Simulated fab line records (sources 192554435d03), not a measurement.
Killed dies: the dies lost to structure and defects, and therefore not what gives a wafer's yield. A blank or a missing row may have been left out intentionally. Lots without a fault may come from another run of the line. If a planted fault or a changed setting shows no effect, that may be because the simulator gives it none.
Code-filled problem report in 8D (eight disciplines) form / flow n5 finfet / the parts of the form that need people (team, actions taken, sign-off) are left out

1. PROBLEM STATEMENT
Mean of cd nm at N5_ZERO_LAYER_CD_MEAS_11: 1985.5 nm across 6 wafers in 2 lots; on wafers with no fault it is 1999.6 nm (standard deviation 1.9). Measured from the usual mean, that is -7.4 standard deviations.
The step: target cd 2000 nm.
First observed at day 2 06:46: wafer L527.2, on cd sem-03. The record has a number at this step for 37 wafers belonging to 13 lots. The rule behind "out" and "out of limits": a value lying over 4 standard deviations away from the usual mean. All remaining wafers that have a number are taken as sound.

2. WHAT IT IS, WHAT IT ISN'T
question=which readings at this step | is=cd nm | is not=-
question=which lots | is=L527, L529 | is not=L524, L525, L531, L533, L535, L536, L537, L538, L541, L545, L547
question=which wafers of those lots | is=all that have a number | is not=-
question=read on which gauges | is=cd sem-02, cd sem-03 | is not=cd sem-01
question=when | is=from day 2 06:46 | is not=up to then (6 sound wafers); but 25 sound wafers of L531, L533, L535, L536, L537, L538, L541, L545, L547 came after

3. THE SUSPECTS, EACH WITH WHAT RULES IT OUT
Counting: any tool at a process step up to the reading is kept as a suspect provided that every lot that is out went through it and no sound lot did after the first of them.
- the gauge at N5_ZERO_LAYER_CD_MEAS_11 has been ruled out. The wafers that are out were read on 2 gauges (cd sem-02, cd sem-03).
- litho track-01 at N5_ZERO_LAYER_PEB_09: kept. It ran every lot that is out, first L527 (day 2 06:39), and no sound lot after that; its last sound lot up to then is L525 (day 1 18:31).
Left after counting: litho track-01 at N5_ZERO_LAYER_PEB_09.

4. THE CAUSE (what the simulator had put in)
Drift in process parameters on litho track-01 at N5_ZERO_LAYER_PEB_09, starting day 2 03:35. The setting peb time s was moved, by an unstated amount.
Only this tool survived the counting.

5. THE EFFECT CHAIN, in route order
Each row: a reading whose mean over the struck wafers that have a number lies more than 3 standard deviations from the usual. Scope: only readings with a usual standard deviation given in the record; hours: median across lots of the time from each lot's start at the first step in this table that gives one to its start at this step; sigmas: change in usual standard deviations.
hours=0; step=N5_ZERO_LAYER_CD_MEAS_11; reading=cd nm; usual=1999.6 nm; on struck wafers=1985.5; change=-14.1; sigmas=-7.4
At these later measuring or inspecting steps, every struck wafer for which the step has a row has a number for every such reading, and none has moved that far: N5_PMOS_HMC_CHANNEL_EPI_INSPECT_11, N5_FIN_SAQP_THK_MEAS_05.

6. WHAT WOULD HAVE CAUGHT IT SOONER
In this record the first reading out of limits at a measuring or inspecting step was taken at day 2 06:46, 3 hours after the fault began at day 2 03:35.
No tool reading at N5_ZERO_LAYER_PEB_09 that has a usual standard deviation in the record was out on any struck wafer, so an alarm limit of 4 standard deviations on those readings would not have fired.
Lots out: 2; of these, L529 started N5_ZERO_LAYER_PEB_09 on litho track-01 after day 2 06:46. Putting the tool on hold at that point would have spared it.
